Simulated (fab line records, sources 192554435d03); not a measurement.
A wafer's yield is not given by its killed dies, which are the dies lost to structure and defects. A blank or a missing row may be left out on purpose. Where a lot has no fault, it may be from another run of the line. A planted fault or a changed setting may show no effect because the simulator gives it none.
The tool behind it: which one?    flow n5-finfet    24 lots, 72 wafers sampled, at 4 steps of a route of 1938

== WHAT THE GAUGES SHOWED, per wafer ==
N5_BEOL_M1_RS_MEAS_58: the measuring method here is four-point-probe.
lot   measured      on             M1_RS (ohm/sq)
L074  day 6 09:35   film-metro-01  0.66 0.67 0.64
L075  day 6 23:52   film-metro-02  0.67 0.72 0.64
L076  day 7 17:07   film-metro-01  0.69 0.64 0.67
L077  day 7 17:41   film-metro-01  0.69 0.71 0.74
L078  day 7 21:10   film-metro-01  0.66 0.66 0.68
L079  day 7 21:43   film-metro-01  0.74 0.76 0.68
L080  day 8 09:25   film-metro-02  0.66 0.61 0.63
L081  day 8 09:41   film-metro-01  0.73 0.66 0.63
L082  day 8 23:50   film-metro-01  0.68 0.62 0.63
L083  day 9 00:03   film-metro-02  0.68 0.69 0.67
L084  day 9 00:26   film-metro-02  0.69 0.69 0.60
L085  day 9 04:08   film-metro-02  0.69 0.67 0.66
L086  day 10 02:21  film-metro-02  0.65 0.63 0.62
L087  day 10 02:37  film-metro-02  0.63 0.68 0.62
L089  day 10 05:59  film-metro-01  0.68 0.61 0.59
L088  day 10 16:50  film-metro-01  0.68 0.69 0.66
L091  day 10 20:43  film-metro-01  0.64 0.66 0.64
L090  day 11 01:32  film-metro-02  0.64 0.62 0.61
L092  day 11 05:03  film-metro-01  0.68 0.62 0.62
L093  day 11 12:34  film-metro-02  0.68 0.61 0.64
L094  day 11 18:52  film-metro-01  0.69 0.63 0.61
L095  day 12 00:14  film-metro-02  0.65 0.73 0.63
L096  day 12 05:20  film-metro-01  0.65 0.63 0.64
L097  day 12 12:59  film-metro-01  0.70 0.67 0.79

== WHICH TOOL RAN EACH LOT (tool, then ch and the chambers of the sampled wafers, then the start) ==
lot   N5_BEOL_M1_ANNEAL_89          N5_BEOL_M1_ANNEAL_51              N5_BEOL_M1_PRE_CLEAN_60
L074  pvd-sputter-03, day 6 05:57   rtp-anneal-01 ch 0, day 6 08:44   cvd-co-02 ch 0,2, day 6 09:21
L075  pvd-sputter-03, day 6 18:21   rtp-anneal-01 ch 0, day 6 23:01   cvd-co-01 ch 0,2, day 6 23:38
L076  pvd-sputter-02, day 7 12:22   rtp-anneal-01 ch 0, day 7 16:16   cvd-co-02 ch 0,1,2, day 7 16:54
L077  pvd-sputter-01, day 7 12:28   rtp-anneal-01 ch 0, day 7 16:50   cvd-co-01 ch 1,2, day 7 17:28
L078  pvd-sputter-02, day 7 15:38   rtp-anneal-01 ch 0, day 7 20:08   cvd-co-01 ch 0,2, day 7 20:57
L079  pvd-sputter-01, day 7 15:43   rtp-anneal-01 ch 0, day 7 20:35   cvd-co-01 ch 1,2, day 7 21:29
L080  pvd-sputter-03, day 8 00:25   rtp-anneal-01 ch 0, day 8 08:36   cvd-co-02 ch 0,1, day 8 09:11
L081  pvd-sputter-01, day 8 01:14   rtp-anneal-01 ch 0, day 8 08:50   cvd-co-01 ch 1,2, day 8 09:28
L082  pvd-sputter-02, day 8 21:59   rtp-anneal-01 ch 0, day 8 22:59   cvd-co-02 ch 0,1, day 8 23:37
L083  pvd-sputter-03, day 8 22:11   rtp-anneal-02 ch 0, day 8 23:11   cvd-co-01 ch 0,1, day 8 23:49
L084  pvd-sputter-01, day 8 22:35   rtp-anneal-01 ch 0, day 8 23:37   cvd-co-01 ch 0,1,2, day 9 00:12
L085  pvd-sputter-03, day 9 02:04   rtp-anneal-01 ch 0, day 9 03:10   cvd-co-01 ch 1,2, day 9 03:55
L086  pvd-sputter-03, day 10 00:30  rtp-anneal-01 ch 0, day 10 01:30  cvd-co-01 ch 0,1,2, day 10 02:08
L087  pvd-sputter-02, day 10 00:42  rtp-anneal-01 ch 0, day 10 01:49  cvd-co-02 ch 1,2, day 10 02:24
L089  pvd-sputter-02, day 10 03:54  rtp-anneal-01 ch 0, day 10 05:01  cvd-co-02 ch 0,1, day 10 05:46
L088  pvd-sputter-01, day 10 14:58  rtp-anneal-02 ch 0, day 10 15:58  cvd-co-01 ch 0,2, day 10 16:35
L091  pvd-sputter-01, day 10 18:52  rtp-anneal-02 ch 0, day 10 19:57  cvd-co-02 ch 0,2, day 10 20:29
L090  pvd-sputter-01, day 10 23:41  rtp-anneal-02 ch 0, day 11 00:41  cvd-co-01 ch 0,2, day 11 01:19
L092  pvd-sputter-01, day 11 03:12  rtp-anneal-02 ch 0, day 11 04:17  cvd-co-01 ch 1,2, day 11 04:50
L093  pvd-sputter-02, day 11 10:43  rtp-anneal-02 ch 0, day 11 11:48  cvd-co-01 ch 0,2, day 11 12:20
L094  pvd-sputter-02, day 11 16:51  rtp-anneal-01 ch 0, day 11 18:01  cvd-co-01 ch 0,1,2, day 11 18:39
L095  pvd-sputter-03, day 11 22:17  rtp-anneal-02 ch 0, day 11 23:26  cvd-co-01 ch 1,2, day 12 00:01
L096  pvd-sputter-01, day 12 03:29  rtp-anneal-02 ch 0, day 12 04:29  cvd-co-01 ch 1,2, day 12 05:07
L097  pvd-sputter-02, day 12 10:04  rtp-anneal-01 ch 0, day 12 11:49  cvd-co-02 ch 0,1,2, day 12 12:46
- N5_BEOL_M1_ANNEAL_89: time 240 s.
- N5_BEOL_M1_ANNEAL_51: time 90 s.
- N5_BEOL_M1_PRE_CLEAN_60: time 15 s.

== WHAT THE TOOLS THEMSELVES READ (means of the sampled wafers that have a number; where no wafer has one, the mark that the record gives instead) ==
N5_BEOL_M1_ANNEAL_89.
lot   tool            heater-power-w (W)
L074  pvd-sputter-03  838
L075  pvd-sputter-03  860
L076  pvd-sputter-02  882
L077  pvd-sputter-01  810
L078  pvd-sputter-02  874
L079  pvd-sputter-01  780
L080  pvd-sputter-03  788
L081  pvd-sputter-01  871
L082  pvd-sputter-02  851
L083  pvd-sputter-03  757
L084  pvd-sputter-01  831
L085  pvd-sputter-03  910
L086  pvd-sputter-03  798
L087  pvd-sputter-02  774
L089  pvd-sputter-02  846
L088  pvd-sputter-01  820
L091  pvd-sputter-01  833
L090  pvd-sputter-01  880
L092  pvd-sputter-01  811
L093  pvd-sputter-02  767
L094  pvd-sputter-02  759
L095  pvd-sputter-03  777
L096  pvd-sputter-01  848
L097  pvd-sputter-02  874

N5_BEOL_M1_ANNEAL_51.
lot   tool           wafer_temp_C_max
L074  rtp-anneal-01  225.74
L075  rtp-anneal-01  225.63
L076  rtp-anneal-01  225.41
L077  rtp-anneal-01  225.61
L078  rtp-anneal-01  225.83
L079  rtp-anneal-01  225.73
L080  rtp-anneal-01  225.84
L081  rtp-anneal-01  225.42
L082  rtp-anneal-01  225.41
L083  rtp-anneal-02  225.62
L084  rtp-anneal-01  225.68
L085  rtp-anneal-01  225.35
L086  rtp-anneal-01  225.66
L087  rtp-anneal-01  225.67
L089  rtp-anneal-01  225.45
L088  rtp-anneal-02  225.90
L091  rtp-anneal-02  225.55
L090  rtp-anneal-02  225.89
L092  rtp-anneal-02  225.62
L093  rtp-anneal-02  225.77
L094  rtp-anneal-01  225.57
L095  rtp-anneal-02  225.86
L096  rtp-anneal-02  225.63
L097  rtp-anneal-01  225.69

N5_BEOL_M1_PRE_CLEAN_60.
lot   tool       heater-power-w (W)
L074  cvd-co-02  116
L075  cvd-co-01  80
L076  cvd-co-02  106
L077  cvd-co-01  120
L078  cvd-co-01  78
L079  cvd-co-01  121
L080  cvd-co-02  97
L081  cvd-co-01  121
L082  cvd-co-02  98
L083  cvd-co-01  99
L084  cvd-co-01  99
L085  cvd-co-01  120
L086  cvd-co-01  100
L087  cvd-co-02  113
L089  cvd-co-02  96
L088  cvd-co-01  81
L091  cvd-co-02  101
L090  cvd-co-01  78
L092  cvd-co-01  121
L093  cvd-co-01  80
L094  cvd-co-01  101
L095  cvd-co-01  101
L096  cvd-co-01  102
L097  cvd-co-02  109

== THE ANSWER, worked out from the rows above alone ==
Rule: the usual values come from the lots themselves. The widest of any qualifying gaps counts: lots, ordered by their means at a reading, are off when they make up no more than a third of the lots, leave a main group of 4 or more, and stand apart from it by 3 or more times the standard deviation of that group's means. A main group whose means are all the same, to the digits that the tables above print for the reading, isn't used. A lot without any number at a reading at which 4 lots or more have one is off too. Where the step has rows for the other lots, those lots are counted as sound. After the gauges, taken in route order, come the tools' own readings; for these a lot's mean is taken, as printed above. At the first step where some lot is off, the reading lying furthest off is the one used; lots without a number count as furthest.
Across all readings shown, no lot is off: no conclusion can be drawn from this.

== WHAT HAD BEEN PUT IN BY THE SIMULATOR ==
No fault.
